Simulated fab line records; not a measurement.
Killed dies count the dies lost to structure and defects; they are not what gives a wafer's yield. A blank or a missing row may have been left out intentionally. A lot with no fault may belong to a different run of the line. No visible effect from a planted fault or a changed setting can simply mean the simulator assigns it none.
Chamber matching -- flow n5 finfet -- N5_BEOL_M5_DESCUM_33 on rie diel-02: 4 sister chambers
The step chemistry O2, time 7 s. 14 wafers are shown with their chamber, then 7 later ones without.

== WAFERS WITH THEIR CHAMBER ==
wafer,chamber,drypump motor current A (A),showerhead plenum p Torr (Torr),rf vpp V (V)
L734.1,3,5.80,2.14,244.6
L734.4,2,5.45,2.16,245.2
L734.6,0,5.83,2.01,241.9
L735.2,2,5.46,2.16,244.5
L735.3,1,6.34,2.16,245.1
L735.5,0,5.82,2.01,241.8
L738.1,0,5.83,2.00,241.0
L738.5,0,5.80,2.00,240.5
L738.6,3,5.79,2.13,244.9
L748.1,3,5.84,2.13,245.1
L748.2,2,5.45,2.15,243.6
L748.4,0,5.83,2.00,241.1
L749.1,3,5.80,2.13,243.5
L749.5,2,5.46,2.15,243.9

SIGNATURES (means of the wafers above)
reading,chamber 0,chamber 1,chamber 2,chamber 3,scatter within a chamber
drypump motor current A,5.8220,6.3400,5.4550,5.8075,0.015
showerhead plenum p Torr,2.0040,2.1600,2.1550,2.1325,0.00543
rf vpp V,241.260,245.100,244.300,244.525,0.663
Rule: distance of a wafer from a chamber = root of the sum over the readings of ((wafer's reading minus chamber's mean) / reading's scatter) squared. If the next closest chamber is less than 2 further off than the closest, the wafer can't be placed; otherwise it belongs to the closest. How the scatter is found: for the shown wafers, subtract from each reading the mean of its chamber, square and add these, divide the total by (wafers less chambers), then take the root.

== WAFERS WITHOUT THEIR CHAMBER ==
wafer,drypump motor current A (A),showerhead plenum p Torr (Torr),rf vpp V (V)
L749.6,6.32,2.15,243.9
L755.1,5.81,2.13,244.8
L755.4,6.32,2.15,243.4
L755.5,5.82,2.13,242.5
L756.1,6.33,2.15,244.7
L756.2,5.45,2.14,244.7
L756.4,5.82,2.13,244.6

== WHICH CHAMBER EACH WENT THROUGH ==
wafer,from the rows above,in truth
L749.6,1,1
L755.1,3,3
L755.4,1,1
L755.5,3,3
L756.1,1,1
L756.2,2,2
L756.4,3,3
Placed correctly: 7 of 7. Number that these rows cannot place: 0. Wrongly placed: 0.
